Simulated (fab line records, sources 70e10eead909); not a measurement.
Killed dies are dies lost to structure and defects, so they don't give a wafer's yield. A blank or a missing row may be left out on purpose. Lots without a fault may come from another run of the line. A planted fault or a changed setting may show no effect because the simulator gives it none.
fab line records | flow nand_harc
record lots=6 wafers=18 last_day=25
route steps=1159 shown A_BLC@989 A_M0@994
lots that met no fault: from a run of the same line without faults
start_h: hours from the record's first day to the start of the lot's first wafer shown | wait_h: hours since the lot's step before | " the same as in the row above | L1.1+2: a row that stands for several wafers | - no value, or no start given | * or withheld: withheld | < > ~ a bound
route shown NAME@n: a module of which the file shows steps, and the number in the route of the first | usual: mean/standard deviation of fault-free wafers | same: alike in all rows | chamber/n: place in a boat | sites: the reading at each site | _std_site: their standard deviation | _edge_site: outer sites' mean less inner sites' | radius_mm: how far each site lies from the wafer's centre | mask NAME#n: copy n | behind: the tool/chamber that last shaped the wafer | hold: why the lot was held/for how many hours/how that ended | device: the transistor (n, p or np) that didn't switch | end of line: the same wafers' tests at the end of the route | a step without rows: its recipe alone | killed: dies lost to structure and defects at the first sort, not the wafer's yield | map: a wafer's dies, x killed, . not, _ none there
set.NAME: the setting as run; set.NAME@STEP: as run at that earlier step | model.NAME: the simulator's own value behind a step, which no gauge read
lots at some steps of the route; a table a step, a row a wafer
services: from which hour (start_h, from the record's first day; less than 0 if before it) a tool's chamber was out of use, for how many hours, and why
## steps
# step NHARC_A_BLC_CVD_24
# recipe target_thk_a=1500 temp_c=300 pressure_torr=40 wf6_flow_sccm=40 h2_flow_sccm=1600 ar_flow_sccm=1560 time_s=434 material=W
# usual heater_power_w=514/62 throttle_valve_pct=7.90/0.19
# columns lot.wafer tool chamber start_h wait_h heater_power_w throttle_valve_pct
L630.4 cvd_w-02 0 - - 463 7.80
L630.6 " 1 " " 431 7.99
L630.5 " 0 " " 469 7.68
L633.1 cvd_w-01 0 - - 584 8.22
L633.3 " 0 " " 590 8.10
L633.6 " 0 " " 581 7.98
L643.4 cvd_w-01 0 - - 600 8.38
L643.5 " 0 " " 583 7.76
L643.6 " 1 " " 539 7.84
L639.2 cvd_w-02 1 - - 424 7.90
L639.4 " 1 " " 438 7.89
L639.5 " 0 " " 461 7.98
L644.2 cvd_w-01 1 - - 571 8.06
L644.3 " 0 " " 593 7.97
L644.5 " 0 " " 592 7.97
L647.3 cvd_w-01 1 - - 550 7.91
L647.4 " 0 " " 575 7.82
L647.5 " 1 " " 556 7.96
# step NHARC_A_BLC_CMP_25
# recipe t_overpolish_s=30 target_thk_nm=150
# usual motor_current_A=12.2/1.3 overpolish_run_s=30.000/0.0088 pad_life_wafers=264/140 retaining_ring_pressure_frac=1.000/0.0053 slurry_filter_dp_kPa=13.52/0.14 time_to_endpoint_s=29.6/1.9
# columns lot.wafer tool chamber start_h wait_h motor_current_A overpolish_run_s pad_life_wafers retaining_ring_pressure_frac slurry_filter_dp_kPa time_to_endpoint_s
L630.4 cmp-01 1 440.31 0.3 13.7 30.002 422 1.009 13.39 25.9
L630.5 " 3 " " 11.3 30.005 - 1.001 13.35 28.7
L630.6 " 0 " " 10.5 30.010 - 0.992 13.71 25.9
L633.3 cmp-04 3 462.41 0.3 13.2 29.985 402 0.994 13.39 30.3
L633.1 " 0 " " 11.9 30.010 403 1.003 13.49 28.7
L633.6 " 3 " " 13.5 29.990 - 0.999 13.60 29.8
L643.4 cmp-01 2 506.10 0.4 11.6 30.002 182 0.999 13.66 30.1
L643.5 " 0 " " 10.1 29.993 - 1.001 13.48 29.4
L643.6 " 1 " " 13.8 29.999 - 0.992 13.44 30.8
L639.2 cmp-03 3 523.77 0.5 15.1 30.018 318 1.001 13.51 29.9
L639.4 " 2 " " 11.4 29.993 321 0.998 13.62 28.4
L639.5 " 3 " " 14.9 29.989 - 1.003 13.55 28.4
L644.2 cmp-01 0 526.68 0.4 10.6 29.991 307 1.006 13.57 24.7
L644.3 " 2 " " 11.3 30.002 309 1.008 13.61 27.4
L644.5 " 0 " " 10.1 30.005 - 1.001 13.53 25.5
L647.3 cmp-01 3 531.40 0.3 11.0 30.001 336 0.995 13.57 30.8
L647.4 " 0 " " 10.8 29.991 337 0.999 13.26 27.9
L647.5 " 0 " " 10.4 29.995 - 0.998 13.58 29.8
# step NHARC_A_BLC_SRD_27
# step NHARC_A_BLC_INSPECT_28
# usual raw_defect_count=425/100
# columns lot.wafer tool chamber start_h wait_h raw_defect_count
L630.4 defect_inspect-02 - 440.67 0.1 506
L630.5 " - " " 394
L630.6 " - " " 395
L633.1 defect_inspect-01 - 462.81 0.1 376
L633.3 " - " " 545
L633.6 " - " " 445
L643.4 defect_inspect-01 - 506.46 0.1 386
L643.5 " - " " 698
L643.6 " - " " 339
L639.2 defect_inspect-02 - 524.17 0.1 550
L639.4 " - " " 445
L639.5 " - " " 548
L644.2 defect_inspect-01 - 527.07 0.1 515
L644.3 " - " " 366
L644.5 " - " " 471
L647.3 defect_inspect-02 - 531.80 0.1 433
L647.4 " - " " 350
L647.5 " - " " 384
# step NHARC_A_M0_DEP_00
# recipe target_thk_a=1500 target_thk_nm=150 temp_c=withheld pressure_torr=5 flow_sccm=200 rf_w=600 material=SiOC
# step NHARC_A_M0_DEHYDRATE_01
# recipe temp_c=150 time_s=120
# step NHARC_A_M0_HMDS_02
# recipe time_s=30
# step NHARC_A_M0_COAT_33
# recipe temp_c=200 time_s=65
# step NHARC_A_M0_COAT_03
# recipe spin_rpm=1500 resist_thk_nm=90
# step NHARC_A_M0_SOFTBAKE_04
# recipe temp_c=105 time_s=55
# step NHARC_A_M0_EBR_05
# step NHARC_A_M0_EXPOSE_06
# recipe na=1.35 target_cd_nm=80 dose_mj=83.25 mask_id=A_M0
# usual exposure_dose_mJ_cm2=83.25/0.079
# columns lot.wafer tool chamber start_h wait_h mask exposure_dose_mJ_cm2
L630.4 arfi_scanner-02 0 441.45 - A_M0#0 83.39
L630.5 " 0 " " A_M0#0 83.38
L630.6 " 0 " " A_M0#0 83.26
L633.1 arfi_scanner-01 0 463.58 - A_M0#0 83.19
L633.3 " 0 " " A_M0#0 83.21
L633.6 " 0 " " A_M0#0 83.13
L643.4 arfi_scanner-01 0 507.23 - A_M0#0 62.61
L643.5 " 0 " " A_M0#0 62.66
L643.6 " 0 " " A_M0#0 62.54
L639.2 arfi_scanner-01 0 524.94 - A_M0#0 70.14
L639.4 " 0 " " A_M0#0 70.06
L639.5 " 0 " " A_M0#0 69.91
L644.2 arfi_scanner-03 0 527.84 - A_M0#0 83.27
L644.3 " 0 " " A_M0#0 83.35
L644.5 " 0 " " A_M0#0 83.41
L647.3 arfi_scanner-03 0 532.45 - A_M0#0 83.14
L647.4 " 0 " " A_M0#0 83.28
L647.5 " 0 " " A_M0#0 83.33
# step NHARC_A_M0_PEB_07
# recipe peb_temp_c=100 peb_time_s=65
# step NHARC_A_M0_DEVELOP_08
# recipe develop_time_s=35 dev_temp_c=23
# step NHARC_A_M0_CD_MEAS_09
# recipe target_cd_nm=80 landing_energy_ev=500
# usual cd_nm=80.1/0.51
# columns lot.wafer tool chamber start_h wait_h cd_nm
L630.4 cd_sem-02 0 441.59 - 80.4
L630.5 " 0 " " 80.0
L630.6 " 0 " " 80.4
L633.1 cd_sem-03 0 463.72 - 79.4
L633.3 " 0 " " 79.4
L633.6 " 0 " " 80.0
L643.4 cd_sem-01 0 507.37 - 62.1
L643.5 " 0 " " 62.0
L643.6 " 0 " " 62.5
L639.2 cd_sem-02 0 525.08 - 69.4
L639.4 " 0 " " 69.0
L639.5 " 0 " " 69.0
L644.2 cd_sem-01 0 527.98 - 79.6
L644.3 " 0 " " 79.8
L644.5 " 0 " " 79.5
L647.3 cd_sem-01 0 532.59 - 80.3
L647.4 " 0 " " 79.9
L647.5 " 0 " " 80.6
# step NHARC_A_M0_OVL_MEAS_10
# recipe pitch_nm=160
# usual overlay_x_nm=0.2/0.82 overlay_y_nm=0.2/1
# columns lot.wafer tool chamber start_h wait_h overlay_x_nm overlay_y_nm
L630.4 overlay-01 - 441.67 - 1.0 -1.1
L630.5 " - " " 1.4 -0.3
L630.6 " - " " 1.4 -0.3
L633.1 overlay-02 - 463.81 - -0.3 0.0
L633.3 " - " " -1.2 -0.2
L633.6 " - " " -0.8 -0.1
L643.4 overlay-02 - 507.45 - 1.5 1.6
L643.5 " - " " 0.9 1.4
L643.6 " - " " 1.1 1.1
L639.2 overlay-01 - 525.17 - 0.8 -0.9
L639.4 " - " " 1.2 -0.4
L639.5 " - " " 0.8 -1.1
L644.2 overlay-02 - 528.06 - -0.2 1.2
L644.3 " - " " -0.4 1.6
L644.5 " - " " 0.1 1.1
L647.3 overlay-02 - 532.67 - 2.2 0.4
L647.4 " - " " 1.9 0.5
L647.5 " - " " 1.5 0.1
# step NHARC_A_M0_INSPECT_11
# usual raw_defect_count=29/15
# columns lot.wafer tool chamber start_h wait_h raw_defect_count
L630.4 defect_inspect-02 - 441.71 0.0 19
L630.5 " - " " 25
L630.6 " - " " 26
L633.1 defect_inspect-01 - 463.85 0.0 36
L633.3 " - " " 38
L633.6 " - " " 41
L643.4 defect_inspect-01 - 507.49 0.0 13
L643.5 " - " " 9
L643.6 " - " " 20
L639.2 defect_inspect-01 - 525.20 0.0 30
L639.4 " - " " 15
L639.5 " - " " 38
L644.2 defect_inspect-01 - 528.10 0.0 58
L644.3 " - " " 64
L644.5 " - " " 61
L647.3 defect_inspect-01 - 532.71 0.0 17
L647.4 " - " " 10
L647.5 " - " " 23
# step NHARC_A_M0_DESCUM_14
# recipe time_s=3 o2_flow_sccm=200 ar_flow_sccm=0 bias_power_w=0 chemistry=O2
# usual drypump_motor_current_A=5.7/0.51 oes_product_au=1.002/0.0073 rf_vpp_V=57.8/0.89 showerhead_plenum_p_Torr=1.92/0.075 throttle_valve_pct=11.310/0.0086
# columns lot.wafer tool chamber start_h wait_h drypump_motor_current_A oes_product_au rf_hours_counter_h rf_vpp_V showerhead_plenum_p_Torr throttle_valve_pct model.A_M0.cd_nm
L630.4 rie_diel-10 0 441.79 0.1 5.0 1.006 6 59.0 2.01 11.297 80.72
L630.6 " 2 " " 6.4 1.001 - 58.4 1.98 11.308 80.63
L630.5 " 3 " " 4.9 1.009 - 57.1 1.91 11.317 81.14
L633.1 rie_diel-13 3 463.91 0.1 5.9 1.011 0 58.1 1.80 11.322 79.41
L633.3 " 0 " " 6.0 0.999 0 57.8 2.05 11.311 79.47
L633.6 " 0 " " 5.9 0.998 - 57.8 2.05 11.310 79.7
L643.4 rie_diel-08 0 507.55 0.1 5.6 0.987 1 58.4 1.94 11.297 62.92
L643.5 " 3 " " 5.6 0.997 - 57.8 1.91 11.316 62.11
L643.6 " 0 " " 5.7 0.986 - 58.1 1.94 11.313 63
L639.4 rie_diel-13 3 525.28 0.1 5.9 1.000 6 58.5 1.79 11.304 69.54
L639.2 " 0 " " 6.0 1.001 6 59.4 2.04 11.321 69.53
L639.5 " 1 " " 6.0 1.000 - 57.5 1.88 11.302 69.48
L644.2 rie_diel-08 0 528.16 0.1 5.7 1.002 3 56.3 1.94 11.301 80.63
L644.3 " 2 " " 6.0 0.993 2 57.2 1.93 11.315 79.47
L644.5 " 0 " " 5.6 1.008 - 58.3 1.94 11.306 79.72
L647.3 rie_diel-08 3 532.77 0.1 5.6 0.983 3 58.1 1.91 11.302 79.96
L647.4 " 2 " " 6.0 0.993 3 57.1 1.93 11.299 79.72
L647.5 " 0 " " 5.6 0.991 - 59.1 1.94 11.306 80.69
# step NHARC_A_M0_ETCH_34
# recipe target_depth_a=400 overetch_a=120 time_s=43.94 ion_energy_ev=200 n2_flow_sccm=150 h2_flow_sccm=150 ar_flow_sccm=0 rf_w=400 bias_w=150 chemistry=N2/H2
# usual drypump_motor_current_A=5.7/0.49 oes_product_au=1.001/0.0068 rf_vpp_V=430.8/2.4 showerhead_plenum_p_Torr=2.05/0.085 throttle_valve_pct=14.172/0.0076
# columns lot.wafer tool chamber start_h wait_h drypump_motor_current_A oes_product_au rf_hours_counter_h rf_vpp_V showerhead_plenum_p_Torr throttle_valve_pct
L630.4 rie_diel-10 3 441.87 0.1 5.0 1.018 5 430.4 2.03 14.176
L630.5 " 0 " " 5.0 0.997 - 433.5 2.14 14.170
L630.6 " 1 " " 5.6 0.998 - 427.2 1.95 14.161
L633.3 rie_diel-13 0 464.00 0.1 5.9 1.000 0 433.5 2.19 14.178
L633.1 " 2 " " 6.6 1.002 0 430.8 2.04 14.182
L633.6 " 0 " " 5.9 1.001 - 433.7 2.19 14.164
L643.4 rie_diel-08 2 507.64 0.1 6.0 0.999 1 432.7 2.06 14.179
L643.5 " 1 " " 5.3 1.000 - 426.6 1.93 14.177
L643.6 " 2 " " 6.0 0.999 - 430.0 2.06 14.168
L639.4 rie_diel-13 1 525.36 0.1 6.0 1.003 6 428.8 2.00 14.180
L639.2 " 2 " " 6.6 1.000 6 431.3 2.04 14.167
L639.5 " 0 " " 5.9 1.005 - 434.9 2.18 14.172
L644.2 rie_diel-08 3 528.25 0.1 5.6 1.000 2 430.4 2.03 14.172
L644.3 " 1 " " 5.3 1.002 3 426.2 1.92 14.176
L644.5 " 3 " " 5.5 1.009 - 432.2 2.03 14.180
L647.3 rie_diel-08 1 532.86 0.1 5.3 0.996 3 428.4 1.93 14.174
L647.4 " 2 " " 6.0 0.997 3 431.1 2.06 14.170
L647.5 " 1 " " 5.3 1.003 - 427.1 1.92 14.174
# step NHARC_A_M0_ETCH_15
# recipe target_depth_a=1500 overetch_a=150 time_s=82.5 c4f8_flow_sccm=withheld ar_flow_sccm=400 rf_w=600 bias_w=300 chemistry=C4F8/Ar
# usual oes_product_au=0.956/0.021 rf_vpp_V=440.8/2.4
# columns lot.wafer tool chamber start_h wait_h oes_product_au rf_hours_counter_h rf_vpp_V model.A_M0.cd_nm
L630.4 rie_diel-10 3 - - 0.964 6 440.7 80.8
L630.6 " 0 " " 0.978 - 443.0 80.43
L630.5 " 1 " " 0.976 - 438.1 81.2
L633.3 rie_diel-13 1 - - 0.983 0 439.4 79.15
L633.1 " 2 " " 0.985 0 441.6 78.85
L633.6 " 3 " " 0.971 - 437.2 79.64
L643.4 rie_diel-08 3 - - 0.951 1 440.9 63.46
L643.5 " 3 " " 0.958 - 441.6 61.84
L643.6 " 0 " " 0.955 - 440.6 63.26
L639.4 rie_diel-13 2 - - 0.963 6 441.1 69.35
L639.2 " 1 " " 0.962 6 440.1 69.17
L639.5 " 2 " " 0.950 - 441.7 69.58
L644.3 rie_diel-08 2 - - 0.990 2 439.9 79.41
L644.2 " 0 " " 0.971 3 441.1 80.51
L644.5 " 2 " " 0.969 - 440.1 79.56
L647.4 rie_diel-08 2 - - 0.978 3 441.1 80.04
L647.3 " 1 " " 0.985 3 436.6 79.94
L647.5 " 3 " " 0.949 - 440.3 80.71
# step NHARC_A_M0_CD_MEAS_16
# usual cd_nm=80.1/0.63
# columns lot.wafer tool chamber start_h wait_h cd_nm
L630.4 cd_sem-02 - 442.08 - 80.9
L630.5 " - " " 81.7
L630.6 " - " " 80.3
L633.1 cd_sem-03 - 464.21 - 79.1
L633.3 " - " " 79.3
L633.6 " - " " 79.3
L643.4 cd_sem-03 - 507.85 - 63.4
L643.5 " - " " 61.9
L643.6 " - " " 63.3
L639.2 cd_sem-03 - 525.57 - 69.3
L639.4 " - " " 69.3
L639.5 " - " " 69.4
L644.2 cd_sem-03 - 528.46 - 80.4
L644.3 " - " " 79.5
L644.5 " - " " 79.9
L647.3 cd_sem-02 - 533.08 - 79.7
L647.4 " - " " 80.0
L647.5 " - " " 80.8
## services
# columns tool chamber start_h hours kind
rie_diel-13 1 418.34 10.3 repair
rie_diel-10 2 419.80 8.7 repair
rie_diel-13 3 420.37 8.8 repair
arfi_scanner-02 - 421.07 3.3 repair
arfi_scanner-02 - 428.02 4.0 pm
rie_diel-08 0 433.30 - clean
rie_diel-08 1 433.30 - clean
rie_diel-08 2 433.30 - clean
rie_diel-08 3 433.30 - clean
cmp-01 - 440.52 10.1 repair
cmp-03 - 445.12 1.9 repair
cmp-03 - 450.18 4.0 pm
rie_diel-13 - 453.26 9.0 pm
arfi_scanner-01 - 461.86 0.5 repair
cmp-03 - 465.34 1.6 repair
cmp-01 - 473.50 4.0 pm
rie_diel-08 - 478.82 9.0 pm
cvd_w-01 - 481.37 13.0 pm
arfi_scanner-03 - 484.00 4.0 pm
cmp-03 - 494.38 5.8 repair
cmp-04 - 498.04 4.0 pm
arfi_scanner-02 - 529.64 2.5 repair
rie_diel-10 - 530.53 9.0 pm
arfi_scanner-02 - 532.42 1.0 repair
## key
first_sign step=NHARC_A_M0_EXPOSE_06 reading=exposure_dose_mJ_cm2 direction=down sigmas=99+ usual=83.25 struck=66.32
effect step=NHARC_A_M0_CD_MEAS_09 reading=cd_nm direction=down sigmas=28 usual=80.1 struck=65.7 through=control_loop
effect step=NHARC_A_M0_CD_MEAS_16 reading=cd_nm direction=down sigmas=22 usual=80.1 struck=66.1 through=control_loop
model_effect step=NHARC_A_M0_DESCUM_14 value=A_M0.cd_nm without=81.02 struck=66.1
model_effect step=NHARC_A_M0_ETCH_15 value=A_M0.cd_nm without=81.03 struck=66.11
met_at NHARC_A_M0_EXPOSE_06
struck_wafers L639.2,L639.4,L639.5,L643.4,L643.5,L643.6
later_rows_left_out L643.4,L643.5,L643.6
sort_left_out L639.2,L639.4,L639.5,L643.4,L643.5,L643.6
loop_trim step=NHARC_A_M0_EXPOSE_06 setting=dose lots=L639
onset_between 463.58 507.23
fault kind=process_parameter_drift tool=arfi_scanner-01 chamber=- onset_h=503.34 steps=NHARC_A_M0_EXPOSE_06 channel=dose_mj offset=-20.602 shape=step acts_in=these_recipes_only stated=83.25
# sort_left_out: the simulated sort isn't trusted on such a fault, so these wafers' sort isn't shown, and their yield isn't known
# later_rows_left_out: the simulator's readings of these wafers behind a module that went badly wrong aren't trusted and aren't shown, but for the sort
# loop_trim: a control loop set the setting to another value than it would have without faults
